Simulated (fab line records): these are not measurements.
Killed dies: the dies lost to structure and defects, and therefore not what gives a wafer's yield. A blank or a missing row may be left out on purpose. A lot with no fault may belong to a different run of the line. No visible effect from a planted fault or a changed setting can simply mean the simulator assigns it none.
fab line records -- flow n5_finfet
[record] lots = 6, wafers = 18, last_day = 17
route steps=1938 shown BEOL_M6@1209
lots that met no fault: from a run of the same line without faults
start_h: the number of hours between the record's first day and the start of the first shown wafer of the lot -- wait_h: hours from the lot's prior step to this one -- " identical to the entry in the row above -- L1.1+2: several wafers, shown together as one row -- - no value present, or no start provided -- * or withheld: withheld -- < > ~ a bound
route shown NAME@n: NAME is a module with steps in the file, n the number in the route of the first one -- usual: mean/standard deviation of fault-free wafers -- same: alike in all rows -- chamber/n: place in a boat -- sites: each site's reading -- _std_site: their standard deviation -- _edge_site: mean of outer sites minus mean of inner sites -- radius_mm: for every site, how far away it sits from the centre of the wafer -- mask NAME#n: copy n -- behind: tool/chamber where the wafer was last shaped -- hold: what put the lot on hold/how long, in hours/how the hold closed -- device: the transistor (n, p or np) that didn't switch -- end of line: the tests these same wafers got at the end of their route -- where a step has no rows: the recipe by itself -- killed: at the first sort, the dies lost to defects and structure; wafer yield is something else -- map: shows each die of a wafer: x if killed, . if not, _ if none is there
set.NAME: the run value of the setting; set.NAME@STEP: its run value at that earlier step -- model.NAME: the simulator's own value behind a step, which no gauge read
lots at selected steps of the route; one table per step, one row per wafer
services: a tool's chamber out of use, with start hour (start_h, from the record's first day; less than 0 if before it), hours out, and reason
[[steps]]
[step N5_BEOL_M6_INSPECT_13]
[recipe] mode = adi, inspect_instrument = brightfield
[usual] raw_defect_count = 465/110
lot.wafer,tool,chamber,start_h,wait_h,raw_defect_count
L351.1,defect_inspect-01,-,254.82,0.0,345
L351.4,defect_inspect-01,-,254.82,0.0,327
L351.5,defect_inspect-01,-,254.82,0.0,321
L355.2,defect_inspect-01,-,263.39,0.0,560
L355.3,defect_inspect-01,-,263.39,0.0,588
L355.5,defect_inspect-01,-,263.39,0.0,495
L356.1,defect_inspect-01,-,271.57,0.0,445
L356.2,defect_inspect-01,-,271.57,0.0,657
L356.4,defect_inspect-01,-,271.57,0.0,457
L363.1,defect_inspect-01,-,300.00,0.0,460
L363.2,defect_inspect-01,-,300.00,0.0,442
L363.3,defect_inspect-01,-,300.00,0.0,458
L364.3,defect_inspect-02,-,322.30,0.0,262
L364.4,defect_inspect-02,-,322.30,0.0,424
L364.6,defect_inspect-02,-,322.30,0.0,425
L365.1,defect_inspect-01,-,326.84,0.0,322
L365.3,defect_inspect-01,-,326.84,0.0,304
L365.6,defect_inspect-01,-,326.84,0.0,376
[step N5_BEOL_M6_DESCUM_16]
[recipe] chemistry = O2, time_s = 7.9, source_power_w = 50, bias_power_w = 20, pressure_mtorr = 20, rf_frequency_hz = 2.712e+07, temp_c = 40, resist = CAR-ArF, o2_flow_sccm = 225
[usual] drypump_motor_current_A = 5.9/0.45, oes_product_au = 0.86/0.069, rf_vpp_V = 243.8/1.2, showerhead_plenum_p_Torr = 2.13/0.058, throttle_valve_pct = 20.31/0.18
[same] time_s = 7.9
lot.wafer,tool,chamber,start_h,wait_h,drypump_motor_current_A,oes_product_au,rf_hours_counter_h,rf_vpp_V,showerhead_plenum_p_Torr,throttle_valve_pct
L351.1,rie_diel-03,0,254.86,0.0,5.6,0.88,42,244.8,2.13,20.27
L351.4,rie_diel-03,3,254.86,0.0,5.5,0.98,3,244.2,2.14,20.16
L351.5,rie_diel-03,3,254.86,0.0,5.5,0.98,-,243.6,2.14,20.15
L355.2,rie_diel-01,0,263.42,0.0,5.5,0.89,31,242.6,2.14,20.19
L355.3,rie_diel-01,2,263.42,0.0,5.1,0.92,13,244.2,2.14,20.32
L355.5,rie_diel-01,3,263.42,0.0,6.0,0.73,-,242.5,2.09,20.46
L356.1,rie_diel-01,3,271.99,0.4,6.0,0.73,175,242.1,2.09,20.47
L356.2,rie_diel-01,1,271.99,0.4,5.9,0.83,51,245.6,2.22,20.02
L356.4,rie_diel-01,2,271.99,0.4,5.1,0.91,17,244.6,2.14,20.32
L363.1,rie_diel-02,0,300.16,0.2,5.3,0.87,47,243.7,2.13,20.56
L363.2,rie_diel-02,1,300.16,0.2,6.3,0.91,25,243.1,2.05,20.18
L363.3,rie_diel-02,2,300.16,0.2,6.2,0.81,112,245.7,2.20,20.33
L364.3,rie_diel-02,0,323.01,0.7,5.3,0.85,57,242.6,2.12,20.58
L364.4,rie_diel-02,1,323.01,0.7,6.3,0.89,34,242.7,2.04,20.19
L364.6,rie_diel-02,1,323.01,0.7,6.3,0.88,-,242.4,2.04,20.20
L365.1,rie_diel-02,2,326.87,0.0,6.3,0.80,122,243.9,2.19,20.34
L365.3,rie_diel-02,3,326.87,0.0,6.7,0.95,5,241.8,2.06,20.41
L365.6,rie_diel-02,3,326.87,0.0,6.7,0.96,-,242.8,2.06,20.40
[step N5_BEOL_M6_ETCH_61]
[recipe] chemistry = CF4, target = SiARC, target_depth_a = 455, mask_material = CAR-ArF, time_s = 75.8, ion_energy_ev = 80, pressure_mtorr = 40, source_w = 545, bias_w = 36, Ar_flow_sccm = 100, cf4_flow_sccm = 100, ends = cleared
[step N5_BEOL_M6_ETCH_62]
[recipe] chemistry = N2/H2, target = SOC, target_depth_a = 1100, overetch_a = 220, mask_material = SiARC, temp_c = 40, time_s = 165, ion_energy_ev = 200, pressure_mtorr = 30, source_w = 840, bias_w = 150, n2_flow_sccm = 200, h2_flow_sccm = 200
[usual] drypump_motor_current_A = 5.9/0.45, oes_product_au = 0.73/0.057, rf_vpp_V = 525.3/2, showerhead_plenum_p_Torr = 2.59/0.069, throttle_valve_pct = 17.69/0.17
[same] time_s = 165
lot.wafer,tool,chamber,start_h,wait_h,drypump_motor_current_A,oes_product_au,rf_hours_counter_h,rf_vpp_V,showerhead_plenum_p_Torr,throttle_valve_pct
L351.1,rie_diel-03,0,254.95,0.0,5.6,0.74,42,525.2,2.59,17.67
L351.4,rie_diel-03,3,254.95,0.0,5.5,0.82,3,524.4,2.61,17.60
L351.5,rie_diel-03,3,254.95,0.0,5.5,0.82,-,525.5,2.61,17.61
L355.2,rie_diel-01,0,263.51,0.0,5.5,0.76,31,524.4,2.59,17.61
L355.3,rie_diel-01,2,263.51,0.0,5.2,0.76,13,524.3,2.60,17.76
L355.5,rie_diel-01,3,263.51,0.0,6.0,0.63,-,523.8,2.54,17.80
L356.1,rie_diel-01,3,272.08,0.0,6.0,0.62,175,523.3,2.54,17.79
L356.2,rie_diel-01,1,272.08,0.0,5.9,0.71,51,529.2,2.69,17.35
L356.4,rie_diel-01,2,272.08,0.0,5.2,0.76,17,526.0,2.60,17.76
L363.1,rie_diel-02,0,300.25,0.0,5.3,0.73,47,525.5,2.58,17.85
L363.2,rie_diel-02,1,300.25,0.0,6.3,0.76,25,522.2,2.49,17.57
L363.3,rie_diel-02,2,300.25,0.0,6.2,0.69,112,527.9,2.67,17.68
L364.3,rie_diel-02,0,323.10,0.0,5.4,0.71,57,523.9,2.58,17.88
L364.4,rie_diel-02,1,323.10,0.0,6.3,0.75,34,521.1,2.49,17.61
L364.6,rie_diel-02,1,323.10,0.0,6.3,0.75,-,521.8,2.49,17.57
L365.1,rie_diel-02,2,326.96,0.0,6.2,0.68,122,525.8,2.66,17.68
L365.3,rie_diel-02,3,326.96,0.0,6.7,0.82,5,522.9,2.50,17.84
L365.6,rie_diel-02,3,326.96,0.0,6.7,0.82,-,523.0,2.50,17.84
[step N5_BEOL_M6_STRIP_68]
[recipe] chemistry = N2/H2, temp_c = 40, n2_flow_sccm = 200, h2_flow_sccm = 200, rf_frequency_hz = 6e+07
[step N5_BEOL_M6_STRIP_67]
[recipe] chemistry = CF4, resist = SiARC, power_w = 300, bias_power_w = 75, pressure_mtorr = 50, cf4_flow_sccm = 150, rf_frequency_hz = 6e+07
[usual] drypump_motor_current_A = 5.9/0.45, oes_product_au = 0.86/0.066, rf_vpp_V = 271.7/1.3, showerhead_plenum_p_Torr = 1.83/0.047, throttle_valve_pct = 13.42/0.17
lot.wafer,tool,chamber,start_h,wait_h,drypump_motor_current_A,oes_product_au,rf_hours_counter_h,rf_vpp_V,showerhead_plenum_p_Torr,throttle_valve_pct
L351.1,rie_diel-03,0,255.09,0.0,5.6,0.88,42,272.5,1.83,13.39
L351.4,rie_diel-03,3,255.09,0.0,5.5,0.97,3,273.2,1.84,13.30
L351.5,rie_diel-03,3,255.09,0.0,5.5,0.97,-,272.0,1.84,13.29
L355.2,rie_diel-01,0,263.66,0.0,5.5,0.89,31,271.2,1.83,13.29
L355.3,rie_diel-01,2,263.66,0.0,5.1,0.91,13,270.7,1.84,13.37
L355.5,rie_diel-01,3,263.66,0.0,6.0,0.74,-,270.8,1.79,13.62
L356.1,rie_diel-01,3,272.23,0.0,6.0,0.73,175,271.4,1.78,13.62
L356.2,rie_diel-01,1,272.23,0.0,5.9,0.84,51,273.0,1.89,13.15
L356.4,rie_diel-01,2,272.23,0.0,5.1,0.90,17,270.9,1.84,13.37
L363.1,rie_diel-02,0,300.39,0.0,5.3,0.87,47,272.6,1.82,13.60
L363.2,rie_diel-02,1,300.39,0.0,6.2,0.91,25,269.0,1.76,13.31
L363.3,rie_diel-02,2,300.39,0.0,6.2,0.81,112,273.9,1.88,13.47
L364.3,rie_diel-02,0,323.25,0.0,5.3,0.86,57,272.0,1.82,13.64
L364.4,rie_diel-02,1,323.25,0.0,6.3,0.88,34,270.9,1.75,13.32
L364.6,rie_diel-02,1,323.25,0.0,6.3,0.89,-,269.8,1.75,13.35
L365.1,rie_diel-02,2,327.11,0.0,6.2,0.80,122,272.1,1.87,13.46
L365.3,rie_diel-02,3,327.11,0.0,6.7,0.96,5,270.3,1.76,13.39
L365.6,rie_diel-02,3,327.11,0.0,6.7,0.95,-,269.0,1.76,13.38
[step N5_BEOL_M6_HM_OPEN_17]
[recipe] chemistry = Cl2/BCl3, target_depth_a = 200, overetch_a = 60, target = TiN, mask_material = SOC, ion_energy_ev = 150, pressure_mtorr = 10, icp_w = 1000, bias_w = 126, Cl2_flow_sccm = 53.25, bcl3_flow_sccm = 21.75, Ar_flow_sccm = 25
[step N5_BEOL_M6_STRIP_19]
[recipe] chemistry = O2, power_w = 400, temp_c = 40, pressure_mtorr = 30, rf_frequency_hz = 6e+07, bias_power_w = 0, overash_fraction = 0.2, o2_flow_sccm = 225
[usual] drypump_motor_current_A = 5.8/0.41, oes_product_au = 0.86/0.063, rf_vpp_V = 3.6/0.6, showerhead_plenum_p_Torr = 2.15/0.052, throttle_valve_pct = 16.49/0.15
lot.wafer,tool,chamber,start_h,wait_h,drypump_motor_current_A,oes_product_au,rf_hours_counter_h,rf_vpp_V,showerhead_plenum_p_Torr,throttle_valve_pct
L351.1,rie_diel-03,2,255.25,0.1,6.6,0.82,87,3.7,2.21,16.59
L351.4,rie_diel-03,0,255.25,0.1,5.6,0.88,42,4.4,2.13,16.49
L351.5,rie_diel-03,3,255.25,0.1,5.5,0.98,-,3.8,2.14,16.36
L355.2,rie_diel-03,3,263.87,0.1,5.5,0.95,6,3.8,2.14,16.39
L355.3,rie_diel-03,1,263.87,0.1,5.8,0.90,27,4.3,2.22,16.38
L355.5,rie_diel-03,3,263.87,0.1,5.5,0.96,-,3.6,2.14,16.39
L356.1,rie_diel-03,0,272.38,0.1,5.6,0.87,48,3.7,2.13,16.46
L356.2,rie_diel-03,1,272.38,0.1,5.8,0.88,30,3.5,2.22,16.37
L356.4,rie_diel-03,2,272.38,0.1,6.7,0.82,94,3.5,2.20,16.61
L363.1,rie_diel-03,2,300.55,0.1,6.6,0.81,105,4.0,2.20,16.63
L363.2,rie_diel-03,0,300.55,0.1,5.6,0.86,57,2.8,2.13,16.50
L363.3,rie_diel-03,1,300.55,0.1,5.8,0.87,40,4.0,2.21,16.39
L364.3,rie_diel-01,1,323.40,0.1,5.9,0.81,73,3.6,2.21,16.32
L364.4,rie_diel-01,0,323.40,0.1,5.5,0.86,57,3.9,2.13,16.45
L364.6,rie_diel-01,1,323.40,0.1,5.9,0.81,-,2.9,2.21,16.30
L365.1,rie_diel-03,3,327.26,0.1,5.5,0.89,31,4.1,2.13,16.42
L365.3,rie_diel-03,1,327.26,0.1,5.8,0.84,51,3.6,2.21,16.42
L365.6,rie_diel-03,1,327.26,0.1,5.8,0.86,-,4.7,2.21,16.42
[step N5_BEOL_M6_CD_MEAS_18]
[recipe] pitch_nm = 80, target_cd_nm = 40
[usual] cd_nm = 40.1/0.51
lot.wafer,tool,chamber,start_h,wait_h,cd_nm
L351.1,cd_sem-03,-,255.32,0.0,40.7
L351.4,cd_sem-03,-,255.32,0.0,40.9
L351.5,cd_sem-03,-,255.32,0.0,40.3
L355.2,cd_sem-01,-,263.94,0.1,40.2
L355.3,cd_sem-01,-,263.94,0.1,40.2
L355.5,cd_sem-01,-,263.94,0.1,40.2
L356.1,cd_sem-02,-,272.45,0.0,39.2
L356.2,cd_sem-02,-,272.45,0.0,38.8
L356.4,cd_sem-02,-,272.45,0.0,39.6
L363.1,cd_sem-03,-,300.62,0.0,40.2
L363.2,cd_sem-03,-,300.62,0.0,38.6
L363.3,cd_sem-03,-,300.62,0.0,40.2
L364.3,cd_sem-03,-,323.47,0.1,40.9
L364.4,cd_sem-03,-,323.47,0.1,39.9
L364.6,cd_sem-03,-,323.47,0.1,39.8
L365.1,cd_sem-01,-,327.33,0.0,40.4
L365.3,cd_sem-01,-,327.33,0.0,39.9
L365.6,cd_sem-01,-,327.33,0.0,40.2
[step N5_BEOL_M6_COAT_63]
[recipe] resist = SOC, temp_c = 250, time_s = 60, spin_rpm = 1500, resist_thk_nm = 60
[step N5_BEOL_M6_COAT_64]
[recipe] resist = SiARC, temp_c = 220, time_s = 60, spin_rpm = 1500, resist_thk_nm = 12
[step N5_BEOL_M6_COAT_71]
[recipe] resist = underlayer, temp_c = 205, time_s = 60, spin_rpm = 1500, resist_thk_nm = 5
[step N5_BEOL_M6_COAT_22]
[recipe] resist = CAR-EUV, spin_rpm = 1500, resist_thk_nm = 30
[usual] spin_speed_rpm = 1499.8/0.96
lot.wafer,tool,chamber,start_h,wait_h,spin_speed_rpm,model.CAR-EUV_of_BEOL_M6_COAT_22.thk_nm
L351.1,litho_track-02,0,256.91,-,1526.4,29.8
L351.4,litho_track-02,0,256.91,-,1525.9,29.8
L351.5,litho_track-02,0,256.91,-,1525.8,29.8
L355.2,litho_track-03,0,265.46,-,1501.5,30
L355.3,litho_track-03,0,265.46,-,1501.4,30.2
L355.5,litho_track-03,0,265.46,-,1499.4,30
L356.1,litho_track-02,0,274.25,-,1526.9,29.8
L356.2,litho_track-02,0,274.25,-,1527.2,29.8
L356.4,litho_track-02,0,274.25,-,1527.2,29.8
L363.1,litho_track-04,0,300.67,-,1500.2,30
L363.2,litho_track-04,0,300.67,-,1500.1,30
L363.3,litho_track-04,0,300.67,-,1500.1,30
L364.3,litho_track-04,0,325.14,-,1500.8,29.8
L364.4,litho_track-04,0,325.14,-,1501.7,29.8
L364.6,litho_track-04,0,325.14,-,1500.1,30
L365.1,litho_track-02,0,329.31,-,1498.8,30
L365.3,litho_track-02,0,329.31,-,1500.4,30
L365.6,litho_track-02,0,329.31,-,1498.7,30
[step N5_BEOL_M6_EBR_24]
[recipe] solvent = PGMEA, ebr_width_mm = 1.5
[step N5_BEOL_M6_SOFTBAKE_23]
[recipe] temp_c = 110, time_s = 60, resist = CAR-EUV
[step N5_BEOL_M6_EXPOSE_25]
[recipe] mask_id = V5, na = 0.33, source_shape = annular, sigma_inner = 0.4, sigma_outer = 0.8, polarization = unpolarized, target_cd_nm = 40, dose_mj = 45
[step N5_BEOL_M6_PEB_26]
[recipe] peb_temp_c = 100, peb_time_s = 60, resist = CAR-EUV
[step N5_BEOL_M6_DEVELOP_27]
[recipe] develop_time_s = 30, developer = TMAH, resist = CAR-EUV, rinse_liquid = surfactant_rinse, dry = air_spin, dev_temp_c = 23
[step N5_BEOL_M6_CD_MEAS_28]
[recipe] target_cd_nm = 40, landing_energy_ev = 500, detector = se_inlens
[usual] cd_nm = 40.05/0.23
lot.wafer,tool,chamber,start_h,wait_h,cd_nm
L351.1,cd_sem-02,0,257.17,-,40.37
L351.4,cd_sem-02,0,257.17,-,39.80
L351.5,cd_sem-02,0,257.17,-,40.16
L355.2,cd_sem-03,0,265.85,-,39.93
L355.3,cd_sem-03,0,265.85,-,40.24
L355.5,cd_sem-03,0,265.85,-,39.92
L356.1,cd_sem-03,0,274.69,-,39.98
L356.2,cd_sem-03,0,274.69,-,39.80
L356.4,cd_sem-03,0,274.69,-,40.26
L363.1,cd_sem-01,0,301.06,-,39.71
L363.2,cd_sem-01,0,301.06,-,40.19
L363.3,cd_sem-01,0,301.06,-,39.51
L364.3,cd_sem-01,0,325.41,-,39.86
L364.4,cd_sem-01,0,325.41,-,40.16
L364.6,cd_sem-01,0,325.41,-,39.94
L365.1,cd_sem-02,0,329.57,-,39.52
L365.3,cd_sem-02,0,329.57,-,39.80
L365.6,cd_sem-02,0,329.57,-,39.94
[step N5_BEOL_M6_OVL_MEAS_29]
[recipe] points_per_wafer = 522
[usual] V5_OVL = -0.3/0.65
lot.wafer,tool,chamber,start_h,wait_h,V5_OVL[nm]
L351.1,overlay-01,0,257.20,0.0,-0.5
L351.4,overlay-01,0,257.20,0.0,0.4
L351.5,overlay-01,0,257.20,0.0,-0.6
L355.2,overlay-02,0,265.89,0.0,-1.0
L355.3,overlay-02,0,265.89,0.0,-0.2
L355.5,overlay-02,0,265.89,0.0,0.2
L356.1,overlay-02,0,274.72,0.0,-0.7
L356.2,overlay-02,0,274.72,0.0,-1.4
L356.4,overlay-02,0,274.72,0.0,-0.1
L363.1,overlay-01,0,301.09,0.0,-0.8
L363.2,overlay-01,0,301.09,0.0,-0.7
L363.3,overlay-01,0,301.09,0.0,-0.1
L364.3,overlay-02,0,325.45,0.0,-0.3
L364.4,overlay-02,0,325.45,0.0,0.0
L364.6,overlay-02,0,325.45,0.0,-0.1
L365.1,overlay-02,0,329.60,0.0,0.0
L365.3,overlay-02,0,329.60,0.0,0.2
L365.6,overlay-02,0,329.60,0.0,0.0
[step N5_BEOL_M6_INSPECT_30]
[recipe] mode = adi, inspect_instrument = brightfield
[usual] raw_defect_count = 467/110
lot.wafer,tool,chamber,start_h,wait_h,raw_defect_count
L351.1,defect_inspect-02,-,257.26,0.1,372
L351.4,defect_inspect-02,-,257.26,0.1,372
L351.5,defect_inspect-02,-,257.26,0.1,351
L355.2,defect_inspect-02,-,265.94,0.0,601
L355.3,defect_inspect-02,-,265.94,0.0,635
L355.5,defect_inspect-02,-,265.94,0.0,516
L356.1,defect_inspect-02,-,274.78,0.1,463
L356.2,defect_inspect-02,-,274.78,0.1,688
L356.4,defect_inspect-02,-,274.78,0.1,503
L363.1,defect_inspect-02,-,301.15,0.1,495
L363.2,defect_inspect-02,-,301.15,0.1,483
L363.3,defect_inspect-02,-,301.15,0.1,507
L364.3,defect_inspect-01,-,325.49,0.0,247
L364.4,defect_inspect-01,-,325.49,0.0,405
L364.6,defect_inspect-01,-,325.49,0.0,384
L365.1,defect_inspect-01,-,329.66,0.1,324
L365.3,defect_inspect-01,-,329.66,0.1,319
L365.6,defect_inspect-01,-,329.66,0.1,398
[step N5_BEOL_M6_DESCUM_33]
[recipe] chemistry = O2, time_s = 7, source_power_w = 50, bias_power_w = 20, pressure_mtorr = 20, rf_frequency_hz = 2.712e+07, temp_c = 40, resist = CAR-EUV, o2_flow_sccm = 225
[usual] drypump_motor_current_A = 5.8/0.46, oes_product_au = 0.85/0.067, rf_vpp_V = 243.9/1.1, showerhead_plenum_p_Torr = 2.14/0.055, throttle_valve_pct = 20.31/0.18
[same] time_s = 7
lot.wafer,tool,chamber,start_h,wait_h,drypump_motor_current_A,oes_product_au,rf_hours_counter_h,rf_vpp_V,showerhead_plenum_p_Torr,throttle_valve_pct,model.CAR-EUV_of_BEOL_M6_COAT_22.thk_nm
L351.1,rie_diel-02,0,257.29,0.0,5.3,0.90,29,243.5,2.13,20.54,25.8
L351.4,rie_diel-02,0,257.29,0.0,5.3,0.90,-,244.4,2.13,20.55,26
L351.5,rie_diel-02,2,257.29,0.0,6.2,0.83,-,244.9,2.21,20.31,25.8
L355.2,rie_diel-02,0,266.02,0.1,5.3,0.89,35,244.3,2.13,20.54,26.2
L355.3,rie_diel-02,3,266.02,0.1,6.7,0.69,246,242.8,2.06,20.79,26.2
L355.5,rie_diel-02,0,266.02,0.1,5.3,0.89,-,244.1,2.13,20.55,26.2
L356.1,rie_diel-01,0,274.82,0.0,5.4,0.90,36,243.3,2.13,20.21,26
L356.2,rie_diel-01,2,274.82,0.0,5.1,0.90,18,243.1,2.14,20.33,25.8
L356.4,rie_diel-01,2,274.82,0.0,5.1,0.91,-,242.7,2.14,20.35,25.8
L363.1,rie_diel-02,1,301.19,0.0,6.3,0.89,25,242.2,2.05,20.18,26
L363.2,rie_diel-02,0,301.19,0.0,5.3,0.86,48,243.9,2.13,20.57,26
L363.3,rie_diel-02,2,301.19,0.0,6.2,0.81,113,244.6,2.20,20.32,26
L364.3,rie_diel-03,0,325.92,0.4,5.6,0.85,68,244.6,2.12,20.31,26
L364.4,rie_diel-03,3,325.92,0.4,5.5,0.90,-,243.3,2.13,20.20,25.8
L364.6,rie_diel-03,1,325.92,0.4,5.8,0.86,-,244.5,2.21,20.18,26
L365.1,rie_diel-01,3,329.70,0.0,6.0,0.71,192,242.7,2.08,20.50,26.2
L365.3,rie_diel-01,1,329.70,0.0,5.9,0.81,75,244.6,2.21,20.06,26
L365.6,rie_diel-01,3,329.70,0.0,6.0,0.72,-,242.2,2.08,20.51,26
[step N5_BEOL_M6_ETCH_72]
[recipe] chemistry = N2/H2, target = underlayer, target_depth_a = 65, mask_material = CAR-EUV, time_s = 5.2, ion_energy_ev = 200, pressure_mtorr = 30, source_w = 840, bias_w = 150, n2_flow_sccm = 200, h2_flow_sccm = 200, ends = cleared
[usual] drypump_motor_current_A = 5.8/0.46, etch_rf_on_time_s = 5.16/0.064, oes_product_au = 0.73/0.057, rf_vpp_V = 525.4/2.3, showerhead_plenum_p_Torr = 2.60/0.067, throttle_valve_pct = 17.73/0.19
lot.wafer,tool,chamber,start_h,wait_h,drypump_motor_current_A,etch_rf_on_time_s,oes_product_au,rf_hours_counter_h,rf_vpp_V,showerhead_plenum_p_Torr,throttle_valve_pct
L351.1,rie_diel-02,0,257.33,0.0,5.3,5.12,0.76,29,526.5,2.59,17.87
L351.4,rie_diel-02,0,257.33,0.0,5.3,5.09,0.76,-,525.8,2.59,17.88
L351.5,rie_diel-02,2,257.33,0.0,6.3,5.09,0.71,-,526.5,2.67,17.67
L355.2,rie_diel-02,0,266.06,0.0,5.3,5.13,0.77,35,524.8,2.59,17.90
L355.3,rie_diel-02,3,266.06,0.0,6.7,5.21,0.59,246,522.5,2.50,18.32
L355.5,rie_diel-02,0,266.06,0.0,5.3,5.16,0.76,-,525.6,2.59,17.87
L356.1,rie_diel-01,0,274.86,0.0,5.4,5.14,0.76,36,523.1,2.59,17.66
L356.2,rie_diel-01,2,274.86,0.0,5.2,5.10,0.77,18,526.7,2.60,17.79
L356.4,rie_diel-01,2,274.86,0.0,5.1,5.07,0.77,-,526.4,2.60,17.80
L363.1,rie_diel-02,1,301.22,0.0,6.3,5.18,0.77,25,522.4,2.49,17.63
L363.2,rie_diel-02,0,301.22,0.0,5.3,5.16,0.74,48,525.3,2.58,17.91
L363.3,rie_diel-02,2,301.22,0.0,6.2,5.13,0.69,113,527.9,2.66,17.70
L364.3,rie_diel-03,0,325.95,0.0,5.6,5.17,0.72,68,525.0,2.58,17.76
L364.4,rie_diel-03,3,325.95,0.0,5.5,5.07,0.76,-,524.1,2.60,17.72
L364.6,rie_diel-03,1,325.95,0.0,5.8,5.10,0.72,-,527.3,2.70,17.75
L365.1,rie_diel-01,3,329.73,0.0,6.0,5.24,0.62,192,524.4,2.53,17.85
L365.3,rie_diel-01,1,329.73,0.0,5.9,5.19,0.69,75,526.0,2.68,17.41
L365.6,rie_diel-01,3,329.73,0.0,6.0,5.23,0.62,-,522.4,2.53,17.84
[[services]]
tool,chamber,start_h,hours,kind
rie_diel-02,-,234.48,0.7,repair
rie_diel-02,0,239.33,8.8,repair
rie_diel-02,1,249.04,33.4,repair
litho_track-04,-,262.66,-,consumable_replace:filter
rie_diel-01,3,272.40,9.7,repair
rie_diel-02,-,277.48,10.0,pm
rie_diel-02,3,287.48,-,clean
rie_diel-02,3,287.48,-,consumable_replace:focus_ring
rie_diel-02,3,287.48,26.6,scheduled_down
rie_diel-02,3,287.48,26.6,vent_cycle
rie_diel-02,2,303.68,2.6,repair
rie_diel-03,2,311.50,17.1,repair
litho_track-02,-,328.49,-,consumable_replace:filter
[[key]]
[first_sign] step = N5_BEOL_M6_COAT_22, reading = spin_speed_rpm, direction = up, sigmas = 28, usual = *, struck = *
effect none on later readings
[model_effect] step = N5_BEOL_M6_COAT_22, value = CAR-EUV_of_BEOL_M6_COAT_22.thk_nm, without = 30.07, struck = 29.8
[model_effect] step = N5_BEOL_M6_DESCUM_33, value = CAR-EUV_of_BEOL_M6_COAT_22.thk_nm, without = 26.13, struck = 25.87
met_at N5_BEOL_M6_COAT_22
struck_wafers L351.1,L351.4,L351.5,L356.1,L356.2,L356.4
[fault] kind = process_parameter_drift, tool = litho_track-02, chamber = -, onset_h = 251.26, steps = N5_BEOL_M6_COAT_22, channel = spin_rpm, offset = *, shape = step, end_h = 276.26, acts_in = *, stated = *
